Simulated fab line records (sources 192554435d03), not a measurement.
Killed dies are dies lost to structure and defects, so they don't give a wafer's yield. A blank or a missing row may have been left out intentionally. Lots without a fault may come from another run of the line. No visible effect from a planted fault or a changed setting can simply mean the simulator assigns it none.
Struck lot and sound lot, side by side    flow n5 finfet    14 out of 1938 route steps
Sound: the wafers L109.1, L109.2, L109.5. Struck: wafer L118.4 (left out: L118.5, L118.6 of the same lot, which were not struck); the cause appears at the end.
At each step with rows: each side's tool, then ch and its chambers, then its first start. Under that, the readings that differ: sound wafers    struck wafers    difference of the means    sigmas: that difference in standard deviations of wafers without a fault.
alike: words and numbers the same on both sides, and readings whose means are apart by under 2 such deviations; not compared: readings that were withheld, readings missing a value for some wafer, numbers with overlapping values and no deviation given by the record, and bounds like >300 which may hide the same value.
The two part at a step that has a row with sigmas, a row that says differs or no value, or rows on one side only. Numbers that have no deviation but don't overlap get no sigmas and don't part them. A reading that every wafer of one side lacks parts them only if that side has two wafers or more.

first, 4 steps without rows for these wafers: N5_BEOL_M15_PRECLEAN_39 (cleans in residue remover, time 60 s); N5_BEOL_M15_SRD_40 (time 30 s, dry time 30 s); N5_BEOL_M15_DEGAS_41 (time 60 s); N5_BEOL_M15_PRE_CLEAN_42 (time 30 s).
N5_BEOL_M15_SPUTTER_43: material TaN, target thk 15 nm, time 24.19 s.
  sound on pvd sputter-03, day 12 07:09; struck on pvd sputter-01, day 14 07:52
  alike: cathode dc power W, throttle valve pct
N5_BEOL_M15_SPUTTER_44: material Ta, target thk 15 nm, time 24.19 s.
  sound on pvd sputter-03, day 12 07:14; struck on pvd sputter-01, day 14 07:56
  alike: cathode dc power W, throttle valve pct
N5_BEOL_M15_SPUTTER_45: material Cu, target thk 100 nm, time 16.67 s.
  sound on pvd sputter-03, day 12 07:19; struck on pvd sputter-01, day 14 08:01
  alike: cathode dc power W, throttle valve pct
then, 1 step without rows for these wafers: N5_BEOL_M15_ECD_47 (material Cu, target thk 1860 nm).
N5_BEOL_M15_ANNEAL_48: time 90 s.
  sound on rtp anneal-01 ch 0, day 12 07:40; struck on rtp anneal-02 ch 0, day 14 08:31
reading           sound              struck  difference  sigmas
wafer_temp_C_max  227.2 226.3 226.7  225.8   -0.9        -3
N5_BEOL_M15_CMP_49: polishes, stops on SiO2, t overpolish 4.9 s, target thk 850 nm.
  sound on cmp-02 ch 2,3, day 12 07:58; struck on cmp-01 ch 2, day 14 08:40
  alike: barrier field endpoint s, motor current A, overpolish run s, slurry filter dp kPa
N5_BEOL_M15_THK_MEAS_50: measures by xrf.
  sound on film metro-01, day 12 08:16; struck on film metro-01, day 14 08:58
reading       sound        struck  difference  sigmas
M15_THK (nm)  828 820 815  849     +28         +2
then, 1 step without rows for these wafers: N5_BEOL_M15_PRE_CLEAN_52 (time 15 s).
N5_BEOL_M15_DEP_53: deposits SiCN from 3MS/NH3, target thk 50 nm, time 17.8 s.
  sound on pecvd-04 ch 0,1, day 12 08:20; struck on pecvd-04 ch 2, day 14 09:03
reading                                    sound           struck  difference  sigmas
model.SiCN_of_BEOL_M15_DEP_53.thk nm (nm)  48.8 48.8 49.8  30.8    -18.3       
  alike: showerhead plenum p Torr, throttle valve pct
N5_BEOL_M15_RS_MEAS_54: measures by four-point-probe.
  sound on film metro-01, day 12 08:23; struck on film metro-01, day 14 09:06
reading          sound                 struck  difference  sigmas
M15_RS (ohm/sq)  0.0219 0.0220 0.0220  0.0213  -0.0007     -2

## WHERE THEY PART
Last at N5_BEOL_M15_RS_MEAS_54 as far as this record goes, first at N5_BEOL_M15_ANNEAL_48.

WHY: the cause the simulator had injected
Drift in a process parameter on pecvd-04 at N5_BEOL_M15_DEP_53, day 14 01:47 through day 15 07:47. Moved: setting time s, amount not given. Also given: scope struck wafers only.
